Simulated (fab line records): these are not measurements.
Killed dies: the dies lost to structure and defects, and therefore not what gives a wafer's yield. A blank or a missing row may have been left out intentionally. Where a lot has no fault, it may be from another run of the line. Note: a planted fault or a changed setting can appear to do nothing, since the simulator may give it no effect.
Split-lot study | flow n5Finfet | route with 1938 steps; 7 lots, 39 wafers read

## THE SPLIT
At N5_FIN_CUT_ETCH_21 (etches SOC in N2/H2, target depth 219 nm, overetch 43.8 nm, time 523.5 s), the setting timeS was moved away from the recipe's 523.5 s on 15 of the 39 wafers read, by -59.5% to +43.5%. For the rest of the wafers, this setting stayed at what the recipe calls for.

## FROM THE SPLIT TO THE READING: what the file shows between them, 6 steps
- N5_FIN_CUT_STRIP_23: strips in N2/H2
- N5_FIN_CUT_STRIP_31: strips in N2/H2
- N5_FIN_CUT_STRIP_24: strips in CF4
- N5_FIN_CUT_CUT_ETCH_26: etches SiNx in CH3F/O2, target depth 39 nm, time 55.7 s
- N5_FIN_CUT_CUT_ETCH_27: etches SiO2 in CHF3/O2, target depth 4 nm, overetch 2 nm, time 4.9 s
- N5_FIN_CUT_PRECLEAN_35: cleans in vHF, time 13.3 s

## THE READING
FIN_CUT.cdOffsetNm (the simulator's own value, which no gauge read), in nm, at N5_FIN_CUT_CUT_ETCH_15 (etches Si in HBr/Cl2/O2, target depth 100 nm, bt time 10 s, time 42.4 s). The file gives no usual value for it. Across the 24 wafers here that went through the recipe, the average is 0.3 nm and the standard deviation 0.51 nm.

wafer  | tool, chamber at the split | timeS as run, s | against the recipe | FIN_CUT.cdOffsetNm, nm | against lot-mates on the recipe
L075.1 | rieDiel-03, 3              | 345.6           | -34.0%             | -2.2                   | -2.5
L075.2 | rieDiel-03, 1              | 523.5           | recipe             | 0.2                    | -
L075.3 | rieDiel-03, 2              | 345.6           | -34.0%             | -0.8                   | -1.1
L075.4 | rieDiel-03, 0              | 345.6           | -34.0%             | -1.2                   | -1.5
L075.5 | rieDiel-03, 3              | 523.5           | recipe             | -0.2                   | -
L075.6 | rieDiel-03, 2              | 523.5           | recipe             | 1                      | -
L078.1 | rieDiel-03, 1              | 523.5           | recipe             | -0.2                   | -
L078.5 | rieDiel-03, 3              | 523.5           | recipe             | -0.2                   | -
L078.2 | rieDiel-03, 2              | 212.2           | -59.5%             | -2.4                   | -2.1
L078.3 | rieDiel-03, 3              | 212.2           | -59.5%             | -4                     | -3.7
L078.4 | rieDiel-03, 0              | 212.2           | -59.5%             | -3.4                   | -3.1
L078.6 | rieDiel-03, 0              | 523.5           | recipe             | -0.4                   | -
L081.1 | rieDiel-01, 1              | 418.7           | -20.0%             | 0                      | -0.9
L081.2 | rieDiel-01, 2              | 523.5           | recipe             | 0.6                    | -
L081.3 | rieDiel-01, 0              | 523.5           | recipe             | 0.6                    | -
L081.4 | rieDiel-01, 3              | 418.7           | -20.0%             | -1                     | -1.9
L081.5 | rieDiel-01, 0              | 523.5           | recipe             | 1.4                    | -
L081.6 | rieDiel-01, 1              | 418.7           | -20.0%             | 0.2                    | -0.7
L083.3 | rieDiel-01, 0              | 523.5           | recipe             | 0.4                    | -
L083.5 | rieDiel-01, 0              | 523.5           | recipe             | 0.4                    | -
L083.6 | rieDiel-01, 1              | 523.5           | recipe             | 0                      | -
L084.1 | rieDiel-02, 0              | 751.2           | +43.5%             | 2.4                    | +2.3
L084.2 | rieDiel-02, 2              | 751.2           | +43.5%             | 1.6                    | +1.5
L084.3 | rieDiel-02, 1              | 523.5           | recipe             | -0.6                   | -
L084.4 | rieDiel-02, 3              | 523.5           | recipe             | 0.6                    | -
L084.5 | rieDiel-02, 1              | 751.2           | +43.5%             | 2.2                    | +2.1
L084.6 | rieDiel-02, 0              | 523.5           | recipe             | 0.2                    | -
L093.1 | rieDiel-01, 2              | 523.5           | recipe             | 0.2                    | -
L093.2 | rieDiel-01, 0              | 523.5           | recipe             | 0.6                    | -
L093.3 | rieDiel-01, 3              | 523.5           | recipe             | 0.4                    | -
L093.5 | rieDiel-01, 3              | 523.5           | recipe             | 0.4                    | -
L093.4 | rieDiel-01, 0              | 523.5           | recipe             | 1.6                    | -
L093.6 | rieDiel-01, 2              | 523.5           | recipe             | 0                      | -
L096.1 | rieDiel-01, 2              | 631.4           | +20.6%             | 0.4                    | +0.0
L096.2 | rieDiel-01, 0              | 631.4           | +20.6%             | 1.2                    | +0.8
L096.3 | rieDiel-01, 1              | 523.5           | recipe             | 0.8                    | -
L096.4 | rieDiel-01, 3              | 631.4           | +20.6%             | 1.8                    | +1.4
L096.5 | rieDiel-01, 1              | 523.5           | recipe             | 0.2                    | -
L096.6 | rieDiel-01, 0              | 523.5           | recipe             | 0.2                    | -

FIT RESULTS
A straight line over all 39 wafers: FIN_CUT.cdOffsetNm changes by +0.0504 nm for each +1% of timeS; r = +0.90; the points scatter about the line by 0.59 nm.
The same after taking each lot's own level away (the mean of its wafers on the recipe; 39 wafers): +0.0485 nm for each +1%; r = +0.92; scatter 0.48 nm.
According to that fit, moving timeS by its largest amount changes the reading by 2.9 nm.
The lots' own levels span -0.27 to 0.87 nm, that is 2.2 times the standard deviation above.
Hence the lot-to-lot level has little effect on the slope; both slopes agree.
Check: with one of the wafers moved furthest among these (-59.5%) left out of the fit, the line predicts -3.1 nm for it against its lot-mates. It came out at -2.13 nm against them.

## THE OTHER SPLITS THESE WAFERS WENT THROUGH
Before the reading, these wafers also passed through other splits. Each is held against what the fit with the lots' levels taken away leaves over:
other split on the same wafers   | wafers away from the commonest value | r with FIN_CUT.cdOffsetNm (lot level and that fit taken away)
N5_FIN_SAQP_HM_DEP_03 targetThkA | 15                                   | -0.06

## THE WHOLE CHAIN: every reading that the file lists as answering this split, in the file's order
step                   | what it does                                                             | reading                                                                         | change (the file's fit)                                                              | r (the file's)
N5_FIN_CUT_ETCH_21     | etches SOC in N2/H2, target depth 219 nm, overetch 43.8 nm, time 523.5 s | etch.depthNm (the simulator's own value, which no gauge read)                   | not straight: 104.6 at the lowest setting, 230.4 at the recipe, 229.7 at the highest | not given
N5_FIN_CUT_ETCH_21     | etches SOC in N2/H2, target depth 219 nm, overetch 43.8 nm, time 523.5 s | SiARC_of_FIN_CUT_COAT_19.thkNm (the simulator's own value, which no gauge read) | -0.0777 nm for each +1% of the setting                                               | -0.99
N5_FIN_CUT_ETCH_21     | etches SOC in N2/H2, target depth 219 nm, overetch 43.8 nm, time 523.5 s | FIN_CUT.cdOffsetNm (the simulator's own value, which no gauge read)             | +0.0496 nm for each +1% of the setting                                               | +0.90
N5_FIN_CUT_CUT_ETCH_26 | etches SiNx in CH3F/O2, target depth 39 nm, time 55.7 s                  | FIN_CUT.cdOffsetNm (the simulator's own value, which no gauge read)             | +0.0475 nm for each +1% of the setting                                               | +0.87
N5_FIN_CUT_CUT_ETCH_27 | etches SiO2 in CHF3/O2, target depth 4 nm, overetch 2 nm, time 4.9 s     | FIN_CUT.cdOffsetNm (the simulator's own value, which no gauge read)             | +0.0467 nm for each +1% of the setting                                               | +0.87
N5_FIN_CUT_CUT_ETCH_15 | etches Si in HBr/Cl2/O2, target depth 100 nm, bt time 10 s, time 42.4 s  | FIN_CUT.cdOffsetNm (the simulator's own value, which no gauge read)             | +0.0489 nm for each +1% of the setting                                               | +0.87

## FILE'S OWN FIT
FIN_CUT.cdOffsetNm changes by +0.0489 nm for each +1% of timeS, r = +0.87.
